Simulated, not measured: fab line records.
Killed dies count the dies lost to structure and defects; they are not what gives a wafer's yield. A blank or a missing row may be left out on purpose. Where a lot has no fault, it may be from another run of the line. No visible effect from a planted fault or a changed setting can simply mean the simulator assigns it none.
fab line records ; flow n5-finfet
record: lots: 11; wafers: 32; last-day: 16
route steps=1938 shown WELL_APT@31 BEOL_M4@1111 PASSIVATION@1936
lots untouched by any fault: they come from a run of this same line in which no faults occurred
start-h: hours from the record's first day to the start of the lot's first wafer shown ; wait-h: how many hours have passed since the lot's step before this one ; " the same as in the row above ; L1.1+2: one row covering several wafers at once ; - no value, or no start given ; * or withheld: withheld ; < > ~ a bound
route shown NAME@n: names a module that has steps shown in the file, with the first one's number in the route ; usual: mean/standard deviation taken from wafers without a fault ; same: alike in all rows ; chamber/n: place in a boat ; sites: per-site readings ; _std_site: the standard deviation of these ; _edge_site: mean of outer sites minus mean of inner sites ; radius-mm: for every site, how far away it sits from the centre of the wafer ; mask NAME#n: copy n ; behind: the tool/chamber that last shaped the wafer ; hold: the reason the lot was held/the length of the hold in hours/how it ended ; device: names the non-switching transistor (n, p or np) ; end of line: the route-end tests of the same wafers ; a step given without rows: its recipe and nothing more ; killed: at the first sort, the dies lost to defects and structure; wafer yield is something else ; map: a wafer's dies, marking killed ones x, the rest . and places with no die _
set.NAME: the setting the step ran with; set.NAME@STEP: the setting that earlier step ran with ; model.NAME: the simulator's own value behind a step, which no gauge read
route steps across a sampled set of lots; one table per step, one row per wafer
services: from which hour (start-h, from the record's first day; less than 0 if before it) a tool's chamber was out of use, for how many hours, and why
== steps ==
step: N5_WELL_APT_DESCUM_13
recipe: chemistry: O2; time-s: 7.9; source-power-w: 50; bias-power-w: 20; pressure-mtorr: 20; rf-frequency-hz: 2.712e+07; temp-c: 40; o2-flow-sccm: 225
usual: drypump-motor-current-A: 5.6/0.49; oes-product-au: 0.77/0.089; rf-vpp-V: 242.9/1.4; showerhead-plenum-p-Torr: 2.08/0.062; throttle-valve-pct: 20.45/0.24
same: time-s: 7.9
lot.wafer;tool;chamber;start-h;wait-h;drypump-motor-current-A;oes-product-au;rf-hours-counter-h;rf-vpp-V;showerhead-plenum-p-Torr;throttle-valve-pct
L103.1;rie-diel-02;1;19.97;0.3;6.4;0.71;199;242.0;2.07;20.05
L103.4;rie-diel-02;2;19.97;0.3;5.1;0.98;1;243.2;2.06;20.23
L103.6;rie-diel-02;0;19.97;0.3;5.1;0.73;-;242.4;1.99;20.76
L104.2;rie-diel-02;0;26.19;0.0;5.1;0.74;163;242.3;1.99;20.75
L104.3;rie-diel-02;3;26.19;0.0;5.3;0.71;227;241.0;1.98;20.60
L104.5;rie-diel-02;2;26.19;0.0;5.1;0.97;-;241.9;2.06;20.24
L105.2;rie-diel-03;3;31.75;0.0;5.2;0.79;91;246.9;2.18;20.18
L105.4;rie-diel-03;0;31.75;0.0;6.1;0.68;240;242.2;2.07;21.05
L105.5;rie-diel-03;1;31.75;0.0;5.3;0.89;-;242.3;2.07;20.21
L110.2;rie-diel-03;0;62.31;0.1;6.1;0.66;251;241.3;2.07;21.08
L110.3;rie-diel-03;3;62.31;0.1;5.1;0.78;101;245.6;2.18;20.21
L112.3;rie-diel-03;1;74.28;0.2;5.3;0.87;38;243.0;2.07;20.20
L112.4;rie-diel-03;3;74.28;0.2;5.2;0.77;-;246.5;2.18;20.23
L112.6;rie-diel-03;1;74.28;0.2;5.3;0.87;-;242.4;2.07;20.23
L114.1;rie-diel-02;3;85.87;0.0;5.3;0.70;250;240.6;1.98;20.62
L114.2;rie-diel-02;0;85.87;0.0;5.1;0.73;184;242.6;1.98;20.77
L114.4;rie-diel-02;2;85.87;0.0;5.1;0.90;25;242.0;2.06;20.26
L117.1;rie-diel-02;1;103.89;0.2;6.4;0.70;228;242.3;2.06;20.12
L117.2;rie-diel-02;0;103.89;0.2;5.1;0.72;190;241.7;1.98;20.79
L117.3;rie-diel-02;2;103.89;0.2;5.1;0.90;31;244.3;2.05;20.29
L120.4;rie-diel-02;1;121.76;0.1;6.4;0.69;235;242.8;2.06;20.12
L120.5;rie-diel-02;2;121.76;0.1;5.1;0.89;-;242.2;2.05;20.28
L120.6;rie-diel-02;1;121.76;0.1;6.4;0.70;-;243.1;2.06;20.12
L121.1;rie-diel-02;0;127.76;0.0;5.1;0.71;200;243.6;1.98;20.81
L121.5;rie-diel-02;0;127.76;0.0;5.1;0.71;-;241.0;1.98;20.81
L121.6;rie-diel-02;1;127.76;0.0;6.4;0.69;-;241.4;2.06;20.13
L122.3;rie-diel-04;1;134.30;0.7;6.0;0.75;178;244.4;2.17;20.81
L122.4;rie-diel-04;3;134.30;0.7;6.2;0.70;245;242.8;2.06;20.51
L122.6;rie-diel-04;3;134.30;0.7;6.2;0.69;-;241.5;2.06;20.51
L123.2;rie-diel-03;0;139.66;0.0;6.1;0.91;20;243.5;2.06;20.70
L123.3;rie-diel-03;2;139.66;0.0;5.9;0.71;205;243.1;2.09;20.47
L123.6;rie-diel-03;2;139.66;0.0;5.8;0.71;-;243.5;2.09;20.49
step: N5_WELL_APT_CD_MEAS_25
recipe: target-cd-nm: 200; landing-energy-ev: 500; detector: se-inlens
usual: cd-nm: 199.0/1.9
same: landing-energy-ev: 500
lot.wafer;tool;chamber;start-h;wait-h;cd-nm
L103.1;cd-sem-03;0;21.01;-;199.8
L103.4;cd-sem-03;0;21.01;-;201.6
L103.6;cd-sem-03;0;21.01;-;202.6
L104.2;cd-sem-03;0;27.22;-;199.4
L104.3;cd-sem-03;0;27.22;-;195.5
L104.5;cd-sem-03;0;27.22;-;197.9
L105.2;cd-sem-03;0;32.80;-;198.9
L105.4;cd-sem-03;0;32.80;-;200.9
L105.5;cd-sem-03;0;32.80;-;197.5
L110.2;cd-sem-02;0;63.35;-;198.4
L110.3;cd-sem-02;0;63.35;-;197.4
L112.3;cd-sem-01;0;75.44;-;202.1
L112.4;cd-sem-01;0;75.44;-;203.1
L112.6;cd-sem-01;0;75.44;-;202.7
L114.1;cd-sem-01;0;87.06;-;198.6
L114.2;cd-sem-01;0;87.06;-;199.0
L114.4;cd-sem-01;0;87.06;-;199.1
L117.1;cd-sem-01;0;104.93;-;199.5
L117.2;cd-sem-01;0;104.93;-;198.7
L117.3;cd-sem-01;0;104.93;-;199.4
L120.4;cd-sem-03;0;122.79;-;199.6
L120.5;cd-sem-03;0;122.79;-;202.3
L120.6;cd-sem-03;0;122.79;-;200.5
L121.1;cd-sem-01;0;128.82;-;199.8
L121.5;cd-sem-01;0;128.82;-;196.5
L121.6;cd-sem-01;0;128.82;-;197.7
L122.3;cd-sem-01;0;135.33;-;198.4
L122.4;cd-sem-01;0;135.33;-;196.5
L122.6;cd-sem-01;0;135.33;-;196.9
L123.2;cd-sem-01;0;140.74;-;194.7
L123.3;cd-sem-01;0;140.74;-;197.7
L123.6;cd-sem-01;0;140.74;-;200.1
step: N5_WELL_APT_RTA_34
recipe: temp-c: 1000; time-s: 10; ambient: N2; idle-temp-c: 600; ramp-up-c-per-s: 150; ramp-down-c-per-s: 60; cool-to-c: 600
usual: lamp-power-pct: 13.00/0.052; lamp_zone_1_pct: 12.996/0.026; lamp_zone_2_pct: 12.993/0.026; lamp_zone_3_pct: 12.997/0.025; lamp_zone_4_pct: 12.995/0.028; lamp_zone_5_pct: 12.997/0.027; lamp_zone_6_pct: 12.920/0.028; lamp_zone_7_pct: 13.423/0.025; wafer_temp_C_max: 1003.7/1.1
same: time-s: 10
lot.wafer;tool;chamber;start-h;wait-h;lamp-power-pct;lamp_zone_1_pct;lamp_zone_2_pct;lamp_zone_3_pct;lamp_zone_4_pct;lamp_zone_5_pct;lamp_zone_6_pct;lamp_zone_7_pct;wafer_temp_C_max
L103.1;rtp-anneal-02;0;22.08;0.0;12.95;13.020;13.043;13.010;12.999;12.999;12.899;13.425;1002.1
L103.4;rtp-anneal-02;0;22.08;0.0;13.03;13.015;13.039;13.006;13.040;12.969;12.960;13.484;1005.9
L103.6;rtp-anneal-02;0;22.08;0.0;13.03;13.003;12.968;12.968;13.051;12.992;12.926;13.437;1002.9
L104.2;rtp-anneal-01;0;28.25;0.2;13.01;13.007;13.015;13.028;12.986;12.998;12.938;13.359;1005.6
L104.3;rtp-anneal-01;0;28.25;0.2;13.00;12.997;12.988;13.014;12.985;13.005;12.942;13.449;1003.8
L104.5;rtp-anneal-01;0;28.25;0.2;12.99;12.963;13.009;12.973;13.002;13.047;12.962;13.455;1003.3
L105.2;rtp-anneal-02;0;34.12;0.3;13.02;12.997;12.951;12.995;13.024;12.977;12.964;13.389;1005.4
L105.4;rtp-anneal-02;0;34.12;0.3;13.03;12.970;12.972;12.997;13.033;13.033;12.900;13.415;1004.3
L105.5;rtp-anneal-02;0;34.12;0.3;13.03;13.025;12.963;13.019;12.980;13.008;12.930;13.378;1003.2
L110.2;rtp-anneal-02;0;64.51;0.3;13.00;13.030;12.938;12.984;13.009;12.978;12.896;13.409;1003.4
L110.3;rtp-anneal-02;0;64.51;0.3;12.98;12.994;12.987;12.979;12.967;12.965;12.954;13.468;1002.2
L112.3;rtp-anneal-01;0;76.61;0.1;12.97;12.933;12.990;12.988;12.976;12.966;12.884;13.424;1004.7
L112.4;rtp-anneal-01;0;76.61;0.1;13.02;13.001;13.000;12.974;12.966;13.010;12.919;13.436;1004.0
L112.6;rtp-anneal-01;0;76.61;0.1;12.98;12.978;12.999;12.983;12.993;12.995;12.971;13.409;1002.9
L114.1;rtp-anneal-02;0;87.97;0.1;13.04;12.979;12.989;12.932;13.010;13.021;12.938;13.448;1003.5
L114.2;rtp-anneal-02;0;87.97;0.1;12.98;13.018;12.959;12.963;12.959;13.010;12.939;13.390;1004.0
L114.4;rtp-anneal-02;0;87.97;0.1;13.11;12.979;13.025;12.993;12.945;13.027;12.876;13.409;1003.5
L117.1;rtp-anneal-02;0;105.81;0.1;13.02;13.009;12.997;13.045;13.032;13.003;12.951;13.474;1004.6
L117.2;rtp-anneal-02;0;105.81;0.1;13.14;13.035;12.977;13.010;12.950;13.042;12.897;13.417;1002.4
L117.3;rtp-anneal-02;0;105.81;0.1;13.02;12.996;13.008;12.978;12.981;13.004;12.944;13.403;1004.0
L120.4;rtp-anneal-02;0;123.86;0.1;12.10;12.209;12.159;12.214;12.160;12.148;12.092;12.544;1003.3
L120.5;rtp-anneal-02;0;123.86;0.1;12.30;12.210;12.123;12.187;12.148;12.197;12.102;12.617;1003.0
L120.6;rtp-anneal-02;0;123.86;0.1;12.16;12.129;12.181;12.157;12.201;12.166;12.076;12.600;1001.5
L121.1;rtp-anneal-02;0;129.69;0.0;12.22;12.156;12.189;12.136;12.134;12.156;12.119;12.548;1005.6
L121.5;rtp-anneal-02;0;129.69;0.0;12.17;12.178;12.115;12.192;12.201;12.179;12.103;12.595;1003.0
L121.6;rtp-anneal-02;0;129.69;0.0;12.12;12.201;12.184;12.171;12.188;12.245;12.041;12.543;1003.2
L122.3;rtp-anneal-02;0;136.28;0.1;12.19;12.184;12.131;12.160;12.230;12.138;12.098;12.585;1002.6
L122.4;rtp-anneal-02;0;136.28;0.1;12.17;12.161;12.147;12.192;12.140;12.173;12.142;12.596;1005.0
L122.6;rtp-anneal-02;0;136.28;0.1;12.10;12.225;12.168;12.159;12.204;12.150;12.134;12.553;1002.7
L123.2;rtp-anneal-02;0;141.65;0.0;12.11;12.169;12.141;12.154;12.224;12.186;12.040;12.592;1003.1
L123.3;rtp-anneal-02;0;141.65;0.0;12.25;12.195;12.216;12.175;12.163;12.195;12.071;12.578;1003.9
L123.6;rtp-anneal-02;0;141.65;0.0;12.21;12.177;12.204;12.206;12.122;12.174;12.097;12.575;1002.0
step: N5_WELL_APT_INSPECT_38
recipe: inspect-instrument: darkfield; mode: post-epi
usual: raw-defect-count: 13/5
lot.wafer;tool;chamber;start-h;wait-h;raw-defect-count
L103.1;defect-inspect-01;-;22.95;0.5;9
L103.4;defect-inspect-01;-;22.95;0.5;16
L103.6;defect-inspect-01;-;22.95;0.5;29
L104.2;defect-inspect-01;-;29.57;0.7;11
L104.3;defect-inspect-01;-;29.57;0.7;11
L104.5;defect-inspect-01;-;29.57;0.7;11
L105.2;defect-inspect-02;-;34.97;0.4;25
L105.4;defect-inspect-02;-;34.97;0.4;17
L105.5;defect-inspect-02;-;34.97;0.4;17
L110.2;defect-inspect-02;-;65.67;0.6;13
L110.3;defect-inspect-02;-;65.67;0.6;9
L112.3;defect-inspect-02;-;77.65;0.4;9
L112.4;defect-inspect-02;-;77.65;0.4;9
L112.6;defect-inspect-02;-;77.65;0.4;18
L114.1;defect-inspect-02;-;88.84;0.5;12
L114.2;defect-inspect-02;-;88.84;0.5;13
L114.4;defect-inspect-02;-;88.84;0.5;16
L117.1;defect-inspect-02;-;106.71;0.5;23
L117.2;defect-inspect-02;-;106.71;0.5;13
L117.3;defect-inspect-02;-;106.71;0.5;14
L120.4;defect-inspect-01;-;124.68;0.2;19
L120.5;defect-inspect-01;-;124.68;0.2;16
L120.6;defect-inspect-01;-;124.68;0.2;11
L121.1;defect-inspect-02;-;130.57;0.5;10
L121.5;defect-inspect-02;-;130.57;0.5;13
L121.6;defect-inspect-02;-;130.57;0.5;3
L122.3;defect-inspect-02;-;137.14;0.4;10
L122.4;defect-inspect-02;-;137.14;0.4;2
L122.6;defect-inspect-02;-;137.14;0.4;9
L123.2;defect-inspect-02;-;142.51;0.4;16
L123.3;defect-inspect-02;-;142.51;0.4;9
L123.6;defect-inspect-02;-;142.51;0.4;8
step: N5_BEOL_M4_RC_MEAS_101
usual: DIBL_N: 35.8/1.5; DIBL_P: 35.9/1.8; IOFF_N: 0.152/0.025; IOFF_N_LONG: 5.52e-05/2.7e-06; IOFF_P: 0.21/0.031; ION_N: 672/11; ION_P: 462/7.4; SS_N: 71.5/0.52; SS_P: 73.2/0.54; VT_N: 250/3; VT_P: -250/3.3
lot.wafer;tool;chamber;start-h;wait-h;DIBL_N[mV/V];DIBL_P[mV/V];IOFF_N[nA/um];IOFF_N_LONG[nA/um];IOFF_P[nA/um];ION_N[uA/um];ION_P[uA/um];SS_N[mV/dec];SS_P[mV/dec];VT_N[mV];VT_P[mV]
L103.1;prober-01;0;166.18;0.0;35.7;36.5;0.146;5.4e-05;0.19;670;454;72.9;72.9;251;-253
L103.4;prober-01;0;166.18;0.0;38.0;38.4;0.192;5.44e-05;0.21;672;457;73.0;73.7;250;-249
L103.6;prober-01;0;166.18;0.0;37.1;37.1;0.176;5.58e-05;0.20;682;455;72.7;73.0;251;-249
L105.2;prober-01;0;178.69;0.2;34.4;31.2;0.096;4.95e-05;0.13;655;449;70.5;72.3;261;-260
L105.4;prober-01;0;178.69;0.2;37.0;34.5;0.137;4.95e-05;0.18;672;458;71.1;73.2;253;-254
L105.5;prober-01;0;178.69;0.2;36.8;34.3;0.137;4.99e-05;0.18;669;458;71.2;73.1;251;-255
L104.2;prober-02;0;178.93;0.2;37.5;36.4;0.161;5.89e-05;0.23;675;467;71.4;73.3;249;-247
L104.3;prober-02;0;178.93;0.2;38.5;38.3;0.195;5.93e-05;0.27;690;474;72.0;73.9;244;-245
L104.5;prober-02;0;178.93;0.2;35.5;34.8;0.131;5.82e-05;0.20;665;465;71.7;73.3;251;-248
L110.2;prober-02;0;215.76;0.2;34.6;34.5;0.115;5.11e-05;0.15;652;449;71.6;72.3;256;-255
L110.3;prober-02;0;215.76;0.2;36.3;36.1;0.146;5.05e-05;0.18;669;463;71.1;72.7;252;-253
L114.1;prober-01;0;236.76;0.0;37.1;37.8;0.177;5.36e-05;0.23;667;458;71.3;74.7;248;-248
L114.2;prober-01;0;236.76;0.0;34.2;34.8;0.128;5.45e-05;0.18;677;467;71.8;73.7;252;-250
L114.4;prober-01;0;236.76;0.0;35.5;36.5;0.145;5.48e-05;0.20;672;459;71.3;74.1;251;-253
L112.3;prober-01;0;239.52;0.3;37.8;35.5;0.148;5.46e-05;0.21;669;458;71.3;73.0;250;-247
L112.4;prober-01;0;239.52;0.3;37.7;35.1;0.151;5.52e-05;0.21;666;459;72.1;72.7;253;-249
L112.6;prober-01;0;239.52;0.3;37.9;34.9;0.149;5.48e-05;0.20;662;451;72.2;73.3;255;-250
L117.1;prober-02;0;261.63;0.0;35.2;36.2;0.142;5.45e-05;0.20;675;461;71.5;73.4;250;-252
L117.2;prober-02;0;261.63;0.0;38.9;40.1;0.205;5.44e-05;0.27;687;475;72.3;74.0;245;-247
L117.3;prober-02;0;261.63;0.0;35.4;35.7;0.134;5.48e-05;0.20;658;456;71.5;72.7;250;-251
L120.4;prober-02;0;271.90;0.5;35.4;37.1;0.181;6.42e-05;0.23;681;459;71.9;73.3;247;-247
L120.5;prober-02;0;271.90;0.5;34.3;37.2;0.175;6.56e-05;0.24;693;470;71.1;72.5;245;-250
L120.6;prober-02;0;271.90;0.5;34.1;36.0;0.154;6.5e-05;0.21;674;459;71.2;72.7;250;-248
L121.1;prober-02;0;285.84;0.0;36.3;38.6;0.178;5.98e-05;0.24;676;462;71.6;73.8;247;-249
L121.5;prober-02;0;285.84;0.0;36.0;39.4;0.177;5.94e-05;0.26;688;476;71.5;73.7;248;-248
L121.6;prober-02;0;285.84;0.0;35.3;37.0;0.158;6.13e-05;0.22;682;461;71.4;73.4;251;-249
L122.3;prober-01;0;289.49;0.3;34.0;34.4;0.141;6.17e-05;0.21;663;462;72.0;73.1;252;-247
L122.4;prober-01;0;289.49;0.3;33.5;34.2;0.126;6.21e-05;0.20;647;456;70.7;72.4;253;-247
L122.6;prober-01;0;289.49;0.3;34.8;36.0;0.158;6.28e-05;0.24;688;472;71.4;73.4;249;-246
L123.2;prober-02;0;300.52;0.2;33.7;34.6;0.134;6.08e-05;0.20;661;464;71.3;72.6;251;-249
L123.3;prober-02;0;300.52;0.2;33.9;34.2;0.132;6.08e-05;0.19;663;454;71.8;73.0;253;-251
L123.6;prober-02;0;300.52;0.2;34.5;34.7;0.145;6.07e-05;0.20;651;454;71.4;73.1;254;-252
step: N5_PASSIVATION_PROBE_49
usual: defect-limited-yield: 91.7/1.7; killed_at_M0_to_M3: 34/10; killed_at_M4_up: 13/5.1; killed-at-contacts: 12/6.2; killed-at-front-end: 36/12; killed-at-other: 3.2/2.6; killed-dies: 98/20; killed-on-rim: 13/4.5; killed-open: 65/13; killed-short: 32/8.4; sort_bin_5_function: 4.8/1.1; sort_bin_6_memory: 3.2/0.74; sort-n-pass: 1082/20; sort-yield-pct: 91.7/1.7
same: gross-dies: 1180; killed-at-back-side: 0; sort_bin_4_leakage[%]: 0; sort_bin_8_speed[%]: 0
lot.wafer;tool;chamber;start-h;wait-h;defect-limited-yield[%];killed_at_M0_to_M3;killed_at_M4_up;killed-at-contacts;killed-at-front-end;killed-at-other;killed-dies;killed-on-rim;killed-open;killed-short;sort_bin_5_function[%];sort_bin_6_memory[%];sort-n-pass;sort-yield-pct[%]
L103.1;prober-02;-;278.84;0.0;92.8;41;16;3;24;1;85;9;50;35;4.4;2.5;1095;92.8
L103.4;prober-02;-;278.99;0.2;92.8;26;12;12;32;3;85;12;52;32;4.3;2.6;1095;92.8
L103.6;prober-02;-;279.09;0.3;90.1;43;10;18;41;5;117;19;79;38;6.4;3.4;1063;90.1
L110.2;prober-01;-;320.01;0.1;91.9;34;12;11;38;1;96;13;66;24;4.4;3.1;1084;91.9
L110.3;prober-01;-;320.06;0.1;92.6;32;15;13;27;0;87;6;58;29;3.9;3.3;1093;92.6
L117.1;prober-01;-;362.68;0.0;92.5;28;8;10;38;5;89;13;56;31;4.7;2.5;1091;92.5
L117.2;prober-01;-;362.73;0.1;92.7;50;4;8;22;2;86;11;63;23;4.2;3.1;1094;92.7
L117.3;prober-01;-;362.78;0.1;92.4;32;17;8;26;7;90;12;58;32;4.7;2.7;1090;92.4
killed by level:class
L103.1 BEOL_M0_SAQP:geometric-particle:short=14 BEOL_M0_SAQP:geometric-particle:open=13 BEOL_M4:geometric-particle:open=8 GATE_CUT:geometric-particle:short=5 FIN_SAQP:geometric-particle:short=3 STI_FIN_REVEAL:geometric-particle:open=3 BEOL_M2:geometric-particle:open=3 BEOL_M7:geometric-particle:open=3
L103.4 BEOL_M2:geometric-particle:open=10 MOL_CONTACT_COAG:geometric-particle:open=8 BEOL_M0_SAQP:geometric-particle:open=6 FIN_SAQP:geometric-particle:open=5 STI_FIN_REVEAL:geometric-particle:open=5 BEOL_M0_SAQP:geometric-particle:short=5 FIN_SAQP:geometric-particle:short=3 STARTING-WAFER:geometric-particle:short=3
L103.6 MOL_CONTACT_COAG:geometric-particle:open=16 BEOL_M0_SAQP:geometric-particle:short=15 BEOL_M2:geometric-particle:open=10 DUMMY_GATE:geometric-particle:open=8 BEOL_M0_SAQP:geometric-particle:open=7 FIN_SAQP:geometric-particle:open=6 FIN_SAQP:geometric-particle:short=6 STI_FIN_REVEAL:geometric-particle:open=6
L110.2 BEOL_M1:geometric-particle:open=11 BEOL_M4:geometric-particle:open=9 MOL_CONTACT_COAG:geometric-particle:open=9 STI_FIN_REVEAL:geometric-particle:open=7 HKMG_FIN:area-etch=6 FIN_SAQP:geometric-particle:open=5 FIN_SAQP:geometric-particle:short=5 BEOL_M0:geometric-particle:open=5
L110.3 MOL_CONTACT_COAG:geometric-particle:open=10 BEOL_M4:geometric-particle:open=9 BEOL_M3:geometric-particle:open=8 FIN_SAQP:geometric-particle:open=7 FIN_SAQP:geometric-particle:short=5 BEOL_M0_SAQP:geometric-particle:short=5 DUMMY_GATE:geometric-particle:open=4 BEOL_M3:geometric-particle:short=4
L117.1 MOL_CONTACT_COAG:geometric-particle:open=9 DUMMY_GATE:geometric-particle:open=7 FIN_SAQP:geometric-particle:short=6 BEOL_M0_SAQP:geometric-particle:short=6 FIN_SAQP:geometric-particle:open=5 STI_FIN_REVEAL:geometric-particle:open=5 BEOL_M1:geometric-particle:open=5 BEOL_M2:geometric-particle:open=5
L117.2 BEOL_M0_SAQP:geometric-particle:open=19 BEOL_M0_SAQP:geometric-particle:short=9 BEOL_M3:geometric-particle:open=8 BEOL_M2:geometric-particle:open=7 MOL_CONTACT_COAG:geometric-particle:open=6 DUMMY_GATE:geometric-particle:open=5 FIN_SAQP:geometric-particle:open=4 BEOL_M3:geometric-particle:short=4
L117.3 BEOL_M0_SAQP:geometric-particle:open=12 BEOL_M0_SAQP:geometric-particle:short=12 BEOL_M4:geometric-particle:open=9 MOL_CONTACT_COAG:geometric-particle:open=7 STI_FIN_REVEAL:geometric-particle:open=5 FIN_SAQP:geometric-particle:short=4 BEOL_M8:geometric-particle:open=4 DUMMY_GATE:geometric-particle:open=3
== services ==
tool;chamber;start-h;hours;kind
rie-diel-02;2;1.32;-;clean
rie-diel-02;2;1.32;-;consumable-replace:focus-ring
rie-diel-02;2;1.32;15.4;scheduled-down
rie-diel-02;2;1.32;15.4;vent-cycle
rie-diel-02;1;3.75;3.2;repair
rtp-anneal-01;-;10.40;1.3;repair
rie-diel-03;0;63.04;1.6;repair
rtp-anneal-02;-;75.97;2.9;pm
rie-diel-02;3;87.23;-;clean
rie-diel-02;3;87.23;-;consumable-replace:focus-ring
rie-diel-02;3;87.23;-;consumable-replace:showerhead
rie-diel-02;3;87.23;14.4;scheduled-down
rie-diel-02;3;87.23;14.4;vent-cycle
rie-diel-03;1;129.58;13.2;repair
rie-diel-04;2;139.87;-;clean
rie-diel-04;2;139.87;-;consumable-replace:focus-ring
rie-diel-04;2;139.87;23.9;scheduled-down
rie-diel-04;2;139.87;23.9;vent-cycle
== key ==
first-sign: step: N5_WELL_APT_RTA_34; reading: lamp_zone_7_pct; direction: down; sigmas: 34; usual: *; struck: *
effect: step: N5_WELL_APT_RTA_34; reading: lamp_zone_2_pct; direction: down; sigmas: 32; usual: *; struck: *
effect: step: N5_BEOL_M4_RC_MEAS_101; reading: IOFF_N_LONG; direction: up; sigmas: 2.5; usual: 5.52e-05; struck: 6.2e-05
met-at N5_WELL_APT_RTA_34
struck-lots L120,L121,L122,L123
rows-end L121.1,L121.5,L121.6,L123.2,L123.3,L123.6
not-acting-at N5_WELL_APT_DESCUM_13,N5_WELL_APT_CD_MEAS_25,N5_WELL_APT_INSPECT_38
onset-between 105.81 123.86
fault: kind: process-parameter-drift; tool: rtp-anneal-02; chamber: -; onset-h: 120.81; steps: N5_WELL_APT_RTA_34; channel: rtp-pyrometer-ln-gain; offset: 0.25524; shape: step
rows-end: these wafers met a further fault down the route, and their rows from its step on are left out
